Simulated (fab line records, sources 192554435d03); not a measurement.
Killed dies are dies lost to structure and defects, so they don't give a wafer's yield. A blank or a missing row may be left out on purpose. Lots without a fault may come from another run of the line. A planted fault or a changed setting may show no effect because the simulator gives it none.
Chamber matching | flow n5_finfet | N5_ILD0_LINER_00 on ald_sin-04: 4 sister chambers
The step material SiNx, target thk 4 nm, pulse time 1 s, purge time 2 s. 18 wafers are shown with their chamber, then 9 later ones without.

WAFERS WITH THEIR CHAMBER
wafer  | chamber | heater_power_w (W) | susceptor_temp_C (C) | precursor_pulse_height_rel
L075.1 | 3       | 734                | 399.61               | 1.017
L075.4 | 1       | 952                | 400.09               | 1.028
L075.5 | 2       | 872                | 400.33               | 1.022
L077.2 | 3       | 724                | 400.33               | 1.018
L077.3 | 2       | 891                | 400.23               | 1.039
L077.4 | 0       | 874                | 399.25               | 0.997
L078.1 | 1       | 929                | 400.26               | 1.011
L078.4 | 2       | 892                | 399.81               | 1.034
L078.5 | 3       | 740                | 399.75               | 0.990
L080.3 | 0       | 861                | 399.78               | 1.030
L080.4 | 1       | 940                | 400.08               | 0.994
L080.5 | 2       | 912                | 400.38               | 0.979
L083.1 | 2       | 880                | 400.15               | 0.993
L083.4 | 1       | 944                | 399.84               | 1.005
L083.5 | 3       | 751                | 400.12               | 1.023
L088.2 | 0       | 895                | 399.81               | 0.983
L088.5 | 3       | 747                | 399.65               | 1.007
L088.6 | 2       | 886                | 400.16               | 0.964

SIGNATURES (means of the wafers above)
reading                    | chamber 0 | chamber 1 | chamber 2 | chamber 3 | scatter within a chamber
heater_power_w             | 876.67    | 941.25    | 888.83    | 739.20    | 12.7
susceptor_temp_C           | 399.6133  | 400.0675  | 400.1767  | 399.8920  | 0.253
precursor_pulse_height_rel | 1.00333   | 1.00950   | 1.00517   | 1.01100   | 0.0227
Rule: a wafer's distance from a chamber is the root of the sum, over the readings, of the square of ((its reading less the chamber's mean) divided by the reading's scatter). The wafer belongs to the nearest chamber; if the next one is less than 2 further off, it can't be placed. The scatter: the root of (the sum of the squares of (reading less its chamber's mean) over the shown wafers, divided by (wafers less chambers)).

WAFERS WITHOUT THEIR CHAMBER
wafer  | heater_power_w (W) | susceptor_temp_C (C) | precursor_pulse_height_rel
L089.1 | 892                | 400.24               | 0.994
L089.4 | 954                | 400.43               | 0.973
L089.6 | 954                | 399.95               | 0.989
L090.2 | 880                | 399.75               | 0.995
L090.3 | 944                | 400.28               | 1.003
L090.6 | 891                | 400.21               | 1.018
L097.3 | 741                | 400.03               | 0.986
L097.4 | 875                | 400.06               | 1.012
L097.6 | 736                | 399.76               | 1.025

WHICH CHAMBER EACH WENT THROUGH
wafer  | from the rows above     | in truth
L089.1 | 2                       | 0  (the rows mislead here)
L089.4 | 1                       | 1
L089.6 | 1                       | 1
L090.2 | can't be placed: 0 or 2 | 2
L090.3 | 1                       | 1
L090.6 | 2                       | 2
L097.3 | 3                       | 3
L097.4 | can't be placed: 2 or 0 | 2
L097.6 | 3                       | 3
Placed correctly: 6 of 9. Can't be placed from these rows: 2 (the true chamber is among the candidates in 2). Placed wrongly: 1.
